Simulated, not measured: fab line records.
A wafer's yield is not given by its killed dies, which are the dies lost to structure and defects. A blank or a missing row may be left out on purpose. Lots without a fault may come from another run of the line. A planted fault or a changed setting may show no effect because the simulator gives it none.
Matching of chambers -- flow n5_finfet -- 4 sister chambers for N5_BEOL_M4_ETCH_74 on rie_diel-01
The step etches underlayer in N2/H2, target depth 6.5 nm, time 5.2 s. 8 wafers are shown with their chamber, then 8 later ones without.

## WAFERS WITH THEIR CHAMBER
wafer,chamber,showerhead_plenum_p_Torr (Torr),drypump_motor_current_A (A)
L358.5,1,2.49,5.9
L362.1,2,2.52,5.6
L366.4,0,2.69,6.2
L366.6,3,2.51,6.4
L367.3,0,2.69,6.2
L367.5,2,2.52,5.6
L367.6,1,2.48,6.0
L368.1,3,2.51,6.5

## WAFERS WITH NO CHAMBER GIVEN
wafer,showerhead_plenum_p_Torr (Torr),drypump_motor_current_A (A)
L368.3,2.48,5.9
L368.6,2.69,6.2
L369.1,2.69,6.2
L369.3,2.52,5.6
L369.4,2.48,6.0
L371.1,2.47,6.0
L371.5,2.69,6.2
L371.6,2.50,6.4

## WHICH CHAMBER EACH ONE RAN IN
wafer,from the rows above,in truth
L368.3,1,1
L368.6,0,0
L369.1,0,0
L369.3,2,2
L369.4,1,1
L371.1,1,1
L371.5,0,0
L371.6,3,3
8 of 8 placed correctly. Not placeable from these rows: 0. Wrongly placed: 0.
How it was worked out, from the rows above alone: a wafer's distance from a chamber is the root of the sum, over the readings, of the square of ((its reading less the chamber's mean) divided by the reading's scatter). The wafer belongs to the nearest chamber; if the next one is less than 2 further off, it can't be placed. A chamber's mean is the mean of its shown wafers. The scatter: take each reading less its chamber's mean, square it, sum over the shown wafers, divide by the number of wafers less the number of chambers, and take the root.
